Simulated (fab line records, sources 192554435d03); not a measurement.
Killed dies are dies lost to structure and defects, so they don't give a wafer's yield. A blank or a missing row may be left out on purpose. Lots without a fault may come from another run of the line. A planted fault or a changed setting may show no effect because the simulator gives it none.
One fault seen from 2 desks | flow n5_finfet | each desk has only its own numbers; what lay behind them comes last

THE METROLOGY DESK
What the gauges read, lot by lot, whatever tool the lot ran on: means of the sampled wafers that have a number. A lot is out of limits, marked OUT, if its mean lies more than 4 standard deviations from the usual mean; the brackets give that distance.
Columns: A = M15_RS at N5_BEOL_M15_RS_MEAS_54, usual 0.0215 ohm/sq; B = cd_nm at N5_PASSIVATION_CD_MEAS_10, usual 2999.6 nm
lot  | first seen here | A      | B
L395 | day 11 13:33    | 0.0216 | 3000.2
L398 | day 12 12:50    | 0.0217 | 3003.1
L397 | day 12 13:31    | 0.0216 | 3000.8
L401 | day 13 21:57    | 0.0213 | 3000.7
L406 | day 15 16:09    | 0.0214 | 2997.9
L407 | day 15 16:46    | 0.0218 | 3001.6
L409 | day 15 23:09    | 0.0212 | 3000.1
L411 | day 16 03:02    | 0.0217 | 2998.8
L414 | day 17 06:29    | 0.0216 | 3001.7
L417 | day 18 06:11    | 0.0215 | 2999.9
L415 | day 18 09:18    | 0.0216 | 2997.4
This desk's finding: nothing out of limits on any of the 11 lots.

THE TOOL OWNER'S DESK: rie_diel-04
The tool's own readings at N5_BEOL_M3_ETCHBACK_99 (etches SiO2 in CHF3, target depth 5 nm, time 10.4 s): means of the sampled wafers that have a number, for each lot that ran on this tool. A lot is out of limits, marked OUT, if its mean lies more than 4 standard deviations from the usual mean; the brackets give that distance.
Columns: A = CHF3_flow_sccm at N5_BEOL_M3_ETCHBACK_99, usual 12.00 sccm; B = drypump_motor_current_A at N5_BEOL_M3_ETCHBACK_99, usual 5.5 A; C = oes_product_au at N5_BEOL_M3_ETCHBACK_99, usual 0.77 a.u.; D = rf_vpp_V at N5_BEOL_M3_ETCHBACK_99, usual 242 V; E = showerhead_plenum_p_Torr at N5_BEOL_M3_ETCHBACK_99, usual 2.16 Torr; F = throttle_valve_pct at N5_BEOL_M3_ETCHBACK_99, usual 17.16 %
lot  | first seen here | A     | B   | C    | D   | E    | F
L395 | day 7 02:10     | 12.03 | 5.0 | 0.75 | 242 | 2.18 | 17.24
L401 | day 9 13:07     | 12.03 | 5.2 | 0.73 | 245 | 2.17 | 17.05
L406 | day 10 10:02    | 12.03 | 5.1 | 0.73 | 246 | 2.20 | 17.17
L407 | day 11 03:43    | 11.98 | 5.0 | 0.73 | 245 | 2.21 | 17.30
This desk's finding: nothing out of limits on any of the 4 lots.

PUT TOGETHER
The metrology desk saw nothing out of limits.
The tool owner's desk saw nothing out of limits.

WHAT THE SIMULATOR HAD PUT IN
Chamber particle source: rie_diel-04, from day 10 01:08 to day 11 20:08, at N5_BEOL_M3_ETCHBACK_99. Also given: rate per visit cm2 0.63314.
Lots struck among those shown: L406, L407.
